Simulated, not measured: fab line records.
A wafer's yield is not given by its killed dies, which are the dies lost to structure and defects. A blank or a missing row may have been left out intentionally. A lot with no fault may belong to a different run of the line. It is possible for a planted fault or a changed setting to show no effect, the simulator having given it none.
A struck lot beside a sound one / flow nandHarc / 15 steps out of a route of 1302
Sound: wafers L119.2, L119.4, L119.6. The struck wafers were L112.2, L112.4, L112.5. The cause is named last.
Each step with rows lists, per side, the tool, then ch with its chambers, then its first start. Under that, the readings that differ: sound wafers / struck wafers / difference of the means / sigmas: that difference in standard deviations of wafers without a fault.
alike: readings whose means differ by less than 2 such deviations, and words and numbers that are the same on both sides. not compared: withheld readings, readings that some wafer has no value for, bounds like >300 that may hide the same value, and numbers for which the record gives no deviation and whose values overlap.
Wherever a step has rows on one side only, a row that says differs or no value, or a row with sigmas, the two part there. Numbers that don't overlap but have no deviation are shown without sigmas and don't part them. A reading missing from all wafers of one side parts the sides only when that side holds two or more wafers.

first, 1 step without rows for these wafers: NHARC_A_CHANNEL_HOLE_D2_SRD_30.
NHARC_A_CHANNEL_HOLE_D2_CD_MEAS_31:
  sound on cdSem-03 at day 20 16:17; struck on cdSem-01 at day 17 19:41
  alike: cdNm
then, 1 step without rows for these wafers: NHARC_A_CHANNEL_HOLE_D2_XSEM_32.
NHARC_A_CHANNEL_HOLE_D2_INSPECT_40:
  sound on defectInspect-01 at day 20 16:29; struck on defectInspect-02 at day 17 19:53
  alike: rawDefectCount
then, 3 steps without rows for these wafers: NHARC_A_CHANNEL_FILL_D2_PRECLEAN_00 (cleans in SC1); NHARC_A_CHANNEL_FILL_D2_SRD_01; NHARC_A_CHANNEL_FILL_D2_ALD_02 (deposits SiO2, target thk 6 nm, pulse time 10 s, ald cycles 60).
NHARC_A_CHANNEL_FILL_D2_ALD_03: deposits SiNx, target thk 6 nm, pulse time 60 s, ald cycles 58.
  sound on aldSinBatch-01 ch 0; struck on aldSinBatch-01 ch 0
  alike: precursorPulseHeightRel
NHARC_A_CHANNEL_FILL_D2_ALD_14: deposits SiO2, target thk 2.5 nm, pulse time 10 s, ald cycles 25.
  sound on aldHk-03 ch 0,2, day 20 23:46; struck on aldHk-02 ch 0,2,3, day 18 03:08
  alike: heaterPowerW, precursorPulseHeightRel
NHARC_A_CHANNEL_FILL_D2_ALD_15: deposits SiNx, target thk 2 nm, pulse time 60 s, ald cycles 19.
  sound on aldSinBatch-03 ch 0; struck on aldSinBatch-01 ch 0
  alike: precursorPulseHeightRel
NHARC_A_CHANNEL_FILL_D2_ALD_16: deposits SiO2, target thk 1.5 nm, pulse time 10 s, ald cycles 15.
  sound on aldHk-04 ch 1,2, day 21 04:57; struck on aldHk-03 ch 0,3, day 18 06:52
  alike: heaterPowerW, precursorPulseHeightRel
then, 1 step without rows for these wafers: NHARC_A_CHANNEL_FILL_D2_ANNEAL_17 (time 1800 s).
NHARC_A_CHANNEL_FILL_D2_CVD_18: deposits poly-Si, target thk 3 nm.
  sound on lpcvdPoly-03 ch 0, day 21 15:48; struck on lpcvdPoly-03 ch 0, day 18 18:33
  alike: spikeTcCentreC, zonePowerBottomPct, zonePowerCentrePct, zonePowerUpperPct
NHARC_A_CHANNEL_FILL_D2_ETCHBACK_19: etches the open film in HBr/Cl2, target depth 5 nm, time 1.7 s.
  sound on rieSi-04 ch 0,1, day 21 17:51; struck on rieSi-02 ch 2,3, day 18 20:57
  alike: biasW, drypumpMotorCurrentA, oesProductAu, throttleValvePct
  not compared: rfHoursCounterH
-- the record jumps here: 10 days lie between the struck wafers' starts before and after (it left off in module A_CHANNEL_FILL_D2 and takes up again in module END, whose first step shown is number 1302 of the route) --
NHARC_END_SORT_01:
  at this point the record logs the struck wafers (prober-01 ch 0, day 29 02:01) and has no rows for the sound ones

## WHERE THEY PART
NHARC_END_SORT_01 only, going by this record.

WHY: what the simulator had put in
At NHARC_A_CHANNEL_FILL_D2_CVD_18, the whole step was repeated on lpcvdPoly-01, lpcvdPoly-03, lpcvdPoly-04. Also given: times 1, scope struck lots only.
